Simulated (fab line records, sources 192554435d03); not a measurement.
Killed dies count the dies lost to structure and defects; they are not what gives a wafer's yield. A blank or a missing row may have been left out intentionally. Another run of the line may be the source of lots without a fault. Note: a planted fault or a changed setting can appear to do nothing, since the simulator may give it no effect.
Lot-split experiment | flow n5_finfet | 7 lots, 39 wafers read, on a route of 1938 steps

== ON THE SPLIT ==
At N5_HKMG_FIN_ETCH_58 (etches SOC in N2/H2, target depth 215.8 nm, time 741 s), the setting target_depth_a was moved away from the recipe's 2158 angstrom on 15 of the 39 wafers read, by -10.6% to +7.9%. All remaining wafers had this setting at the recipe value.

The split's own step is where the reading is taken.

== THE READING ==
SOC_of_HKMG_FIN_COAT_41.thk_nm (the simulator's own value, which no gauge read), in nm, at N5_HKMG_FIN_ETCH_58 (etches SOC in N2/H2, target depth 215.8 nm, time 741 s). No usual value for it is given in the file. Across the 24 wafers here that went through the recipe, the average is 81.0 nm and the standard deviation 5.1 nm.

wafer  | tool, chamber at the split | target_depth_a as run, angstrom | against the recipe | SOC_of_HKMG_FIN_COAT_41.thk_nm, nm | against lot-mates on the recipe
L074.2 | rie_diel-03, 3             | 2158                            | recipe             | 87.2                               | -
L074.5 | rie_diel-03, 1             | 2158                            | recipe             | 89.6                               | -
L074.6 | rie_diel-03, 0             | 2158                            | recipe             | 96.4                               | -
L078.1 | rie_diel-04, 3             | 2158                            | recipe             | 84                                 | -
L078.2 | rie_diel-04, 0             | 2328                            | +7.9%              | 55.4                               | -24.9
L078.3 | rie_diel-04, 1             | 2158                            | recipe             | 80.4                               | -
L078.4 | rie_diel-04, 2             | 2158                            | recipe             | 76.6                               | -
L078.5 | rie_diel-04, 2             | 2328                            | +7.9%              | 60                                 | -20.3
L078.6 | rie_diel-04, 3             | 2328                            | +7.9%              | 69.2                               | -11.1
L079.1 | rie_diel-04, 2             | 2158                            | recipe             | 77                                 | -
L079.2 | rie_diel-04, 3             | 2291                            | +6.2%              | 69.2                               | -6.5
L079.3 | rie_diel-04, 0             | 2158                            | recipe             | 72.4                               | -
L079.4 | rie_diel-04, 1             | 2291                            | +6.2%              | 66.2                               | -9.5
L079.5 | rie_diel-04, 0             | 2291                            | +6.2%              | 57.6                               | -18.1
L079.6 | rie_diel-04, 1             | 2158                            | recipe             | 77.8                               | -
L080.1 | rie_diel-04, 2             | 2308                            | +7.0%              | 60                                 | -21.9
L080.2 | rie_diel-04, 1             | 2158                            | recipe             | 78.2                               | -
L080.3 | rie_diel-04, 3             | 2158                            | recipe             | 83.8                               | -
L080.4 | rie_diel-04, 0             | 2308                            | +7.0%              | 59.2                               | -22.7
L080.5 | rie_diel-04, 3             | 2158                            | recipe             | 83.8                               | -
L080.6 | rie_diel-04, 0             | 2308                            | +7.0%              | 57.4                               | -24.5
L088.1 | rie_diel-04, 3             | 2158                            | recipe             | 83.4                               | -
L088.2 | rie_diel-04, 0             | 2158                            | recipe             | 77.4                               | -
L088.3 | rie_diel-04, 1             | 2158                            | recipe             | 78.8                               | -
L088.4 | rie_diel-04, 3             | 1930                            | -10.6%             | 105.6                              | +25.7
L088.5 | rie_diel-04, 0             | 1930                            | -10.6%             | 101.4                              | +21.5
L088.6 | rie_diel-04, 1             | 1930                            | -10.6%             | 104                                | +24.1
L092.1 | rie_diel-04, 0             | 2158                            | recipe             | 80.4                               | -
L092.2 | rie_diel-04, 1             | 2238                            | +3.7%              | 71.6                               | -9.0
L092.3 | rie_diel-04, 2             | 2158                            | recipe             | 76.2                               | -
L092.4 | rie_diel-04, 3             | 2158                            | recipe             | 85.2                               | -
L092.5 | rie_diel-04, 0             | 2238                            | +3.7%              | 71.8                               | -8.8
L092.6 | rie_diel-04, 1             | 2238                            | +3.7%              | 72.6                               | -8.0
L094.1 | rie_diel-04, 3             | 2158                            | recipe             | 83.2                               | -
L094.2 | rie_diel-04, 0             | 2158                            | recipe             | 78                                 | -
L094.3 | rie_diel-04, 2             | 2158                            | recipe             | 77.6                               | -
L094.4 | rie_diel-04, 1             | 2158                            | recipe             | 79                                 | -
L094.5 | rie_diel-04, 2             | 2158                            | recipe             | 75.4                               | -
L094.6 | rie_diel-04, 3             | 2158                            | recipe             | 83.4                               | -

FIT RESULTS
A straight line over all 39 wafers: SOC_of_HKMG_FIN_COAT_41.thk_nm changes by -2.46 nm for each +1% of target_depth_a; r = -0.91; the points scatter about the line by 5 nm.
The same after taking each lot's own level away (the mean of its wafers on the recipe; 39 wafers): -2.4 nm for each +1%; r = -0.94; scatter 3.9 nm.
According to that fit, moving target_depth_a by its largest amount changes the reading by 25 nm.
The span of the lots' own levels, 75.73 to 91.07 nm, comes to 3.0 times the standard deviation stated above.
The two slopes agree, so the slope changes little with the lot-to-lot level.
Check: with one of the wafers moved furthest among these (-10.6%) left out of the fit, the line predicts +24.9 nm for it against its lot-mates. Against them it came out at +25.7 nm.

== FURTHER SPLITS ON THESE WAFERS ==
Note: prior to the reading, these wafers also went through further splits. Each is held against what the fit with the lots' levels taken away leaves over:
other split on the same wafers  | wafers away from the commonest value | r with SOC_of_HKMG_FIN_COAT_41.thk_nm (lot level and that fit taken away)
N5_DUMMY_GATE_EXPOSE_12 dose_mj | 15                                   | -0.01
N5_DUMMY_GATE_ETCH_32 time_s    | 15                                   | -0.21

== THE WHOLE CHAIN: every reading that the file lists as answering this split, in the file's order ==
step                | what it does                                           | reading                                                                         | change (the file's fit)              | r (the file's)
N5_HKMG_FIN_ETCH_58 | etches SOC in N2/H2, target depth 215.8 nm, time 741 s | etch.depth_nm (the simulator's own value, which no gauge read)                  | +2.44 nm for each +1% of the setting | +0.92
N5_HKMG_FIN_ETCH_58 | etches SOC in N2/H2, target depth 215.8 nm, time 741 s | HKMG_FIN.feature_depth_nm (the simulator's own value, which no gauge read)      | +2.44 nm for each +1% of the setting | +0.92
N5_HKMG_FIN_ETCH_58 | etches SOC in N2/H2, target depth 215.8 nm, time 741 s | SOC_of_HKMG_FIN_COAT_41.thk_nm (the simulator's own value, which no gauge read) | -2.42 nm for each +1% of the setting | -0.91

== THE FILE'S OWN FIT ==
SOC_of_HKMG_FIN_COAT_41.thk_nm changes by -2.42 nm for each +1% of target_depth_a, r = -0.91.
